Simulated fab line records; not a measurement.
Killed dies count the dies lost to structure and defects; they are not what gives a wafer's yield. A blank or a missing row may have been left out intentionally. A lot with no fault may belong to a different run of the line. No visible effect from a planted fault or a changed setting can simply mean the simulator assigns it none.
2 desks looking at one fault | flow nand_harc | each desk holds nothing but its own numbers, with what lay behind them at the end

== FOR THE TOOL OWNER'S DESK: pecvd_onon-03 ==
The tool's own readings at NHARC_A_ONON_D2_DEP_28 (target thk 1000 nm): means of the sampled wafers that have a number, for each lot that ran on this tool. If a lot's mean is further than 4 standard deviations from the usual mean, the lot is out of limits and carries the mark OUT (the distance appears in the brackets).
Columns: A = n2_flow_sccm at NHARC_A_ONON_D2_DEP_28, usual 2751 sccm; B = n2o_flow_sccm at NHARC_A_ONON_D2_DEP_28, usual 2000 sccm; C = nh3_flow_sccm at NHARC_A_ONON_D2_DEP_28, usual 500.1 sccm
lot  | first seen here | A    | B    | C
L330 | day 14 07:38    | 2743 | 1997 | 498.5
L333 | day 15 04:43    | 2765 | 2006 | 500.3
L341 | day 18 14:52    | 2751 | 2001 | 500.1
L342 | day 19 11:29    | 2755 | 1997 | 501.1
L351 | day 22 12:29    | 2753 | 1998 | 500.3
This desk's verdict: no lot among the 5 shows anything out of limits.

== AT THE METROLOGY DESK ==
What the gauges read for every lot (on any tool): the sampled wafers with a number, averaged. If a lot's mean is further than 4 standard deviations from the usual mean, the lot is out of limits and carries the mark OUT (the distance appears in the brackets).
Columns: A = thk_nm at NHARC_A_ONON_D2_THK_MEAS_30, usual 1000 nm; B = cd_nm at NHARC_A_CHANNEL_HOLE_D2_CD_MEAS_10, usual 100.0 nm
lot  | first seen here | A             | B
L329 | day 13 05:02    | 992           | 99.3
L332 | day 14 02:52    | 994           | 100.2
L330 | day 14 08:08    | 1004          | 99.9
L333 | day 15 05:10    | 1005          | 100.2
L335 | day 16 05:44    | 989           | 100.7
L341 | day 18 15:18    | 878 (-12) OUT | 100.2
L343 | day 19 11:53    | 1011          | 99.8
L342 | day 19 11:53    | 894 (-11) OUT | 99.6
L346 | day 20 15:31    | 995           | 99.2
L349 | day 21 10:23    | 1008          | 100.2
L348 | day 21 17:17    | 1016          | 99.6
L351 | day 22 12:59    | 1001          | 100.6
This desk's finding: out of limits on L341, L342; first on L341, day 18 15:18 (thk_nm at NHARC_A_ONON_D2_THK_MEAS_30). L329, L332, L330, L333, L335, L343, L346, L349, L348, L351 stayed within limits.

== BROUGHT TOGETHER ==
An alarm was possible from the metrology desk at day 18 15:18, on L341, L342.
The tool owner's desk saw nothing out of limits.
Tool owner's desk: L341, L342 on record, inside its limits.
Of the lots named, all ran NHARC_A_ONON_D2_DEP_28 on pecvd_onon-03.

== WHAT THE SIMULATOR HAD INSERTED ==
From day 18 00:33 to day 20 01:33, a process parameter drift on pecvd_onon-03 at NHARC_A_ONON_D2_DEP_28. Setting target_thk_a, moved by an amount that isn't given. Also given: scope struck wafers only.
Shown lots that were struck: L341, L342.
Per desk, hours elapsed from the start of the fault to the first reading out of limits: for the metrology desk, 15.
